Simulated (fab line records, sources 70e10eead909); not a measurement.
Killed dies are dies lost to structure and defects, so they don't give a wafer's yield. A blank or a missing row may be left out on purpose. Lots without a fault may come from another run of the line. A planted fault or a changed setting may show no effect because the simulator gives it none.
Problem report in the 8D (eight disciplines) form, filled by code | flow nand_harc | the parts of the form that need people (team, actions taken, sign-off) are left out

1. THE PROBLEM
cd_nm at NHARC_P_M0_CD_MEAS_09 reads a mean of 72.9 nm on 6 wafers of 2 lots; wafers without a fault read 90.1 nm with a standard deviation of 0.53. That is -32 standard deviations from the usual mean.
The step: target cd 90 nm.
First seen on wafer L479.1, day 8 06:07, on cd_sem-01. The record holds 36 wafers of 12 lots with a number at this step. Rule for "out", or "out of limits": more than 4 standard deviations from the usual mean. The other wafers with a number count as sound.

2. WHAT IT IS AND WHAT IT IS NOT
question                    | is                     | is not
which readings at this step | cd_nm                  | -
which lots                  | L479, L480             | L470, L471, L473, L476, L483, L484, L485, L486, L488, L493
which wafers of those lots  | all that have a number | -
read on which gauges        | cd_sem-01              | cd_sem-02, cd_sem-03
when                        | from day 8 06:07       | up to then (12 sound wafers); but 18 sound wafers of L483, L484, L485, L486, L488, L493 came after

3. SUSPECTS, AND WHAT RULES EACH OUT
Counting: a tool at a process step up to the reading stays a suspect if it ran every lot that is out and no sound lot after the first of them.
- the gauge at NHARC_P_M0_CD_MEAS_09: ruled out. All the wafers that are out were read on cd_sem-01, but those of them that NHARC_P_M0_EXPOSE_06 has rows for are out there too, on other tools.
- ald_metal-02 at NHARC_P_CONTACT_ALD_22 (deposits TiN, target thk 3 nm, pulse time 1 s, ald cycles 150): ruled out as a lasting fault. Sound lots L484, L488, L493 ran on it after its first lot that is out, L479 (day 7 22:16).
- arfi_scanner-01 at NHARC_P_M0_EXPOSE_06 (exposes mask P M0, target cd 90 nm): kept. It ran every lot that is out, first L479 (day 8 05:58), and no sound lot after that; its last sound lot up to then is L471 (day 5 19:30). Its own readings are out on those wafers: exposure_dose_mJ_cm2.
Left after counting: arfi_scanner-01 at NHARC_P_M0_EXPOSE_06.

4. THE CAUSE (what the simulator had put in)
Process parameter drift: arfi_scanner-01, from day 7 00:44 on, at NHARC_P_M0_EXPOSE_06. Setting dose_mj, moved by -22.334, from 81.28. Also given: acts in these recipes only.
Counting left only this tool.

5. THE CHAIN OF EFFECTS, in route order
Each row: a reading whose mean over the struck wafers that have a number lies more than 3 standard deviations from the usual. Only readings for which the record gives a usual standard deviation are gone through. hours: the time from each lot's start at the first step in this table that gives one to its start at this step, as a median over the lots. sigmas: the change in usual standard deviations.
hours | step                  | reading              | usual   | on struck wafers | change | sigmas
0     | NHARC_P_M0_EXPOSE_06  | exposure_dose_mJ_cm2 | 81.19   | 61.07            | -20.12 | -99 or more
0     | NHARC_P_M0_CD_MEAS_09 | cd_nm                | 90.1 nm | 72.9             | -17.2  | -32
The process steps in it:
- NHARC_P_M0_EXPOSE_06: exposes mask P M0, target cd 90 nm.

6. WHAT WOULD HAVE CAUGHT IT SOONER
In this record the first reading out of limits at a measuring or inspecting step was taken at day 8 06:07, 29 hours after the fault began at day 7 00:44.
The tool's own readings at NHARC_P_M0_EXPOSE_06 were out on every struck wafer that the step has a row for (exposure_dose_mJ_cm2): an alarm limit on them would have fired on the first of those.
Of the lots that are out (2), L480 began NHARC_P_M0_EXPOSE_06 on arfi_scanner-01 after day 8 06:07. A hold on the tool at that time would have spared it.
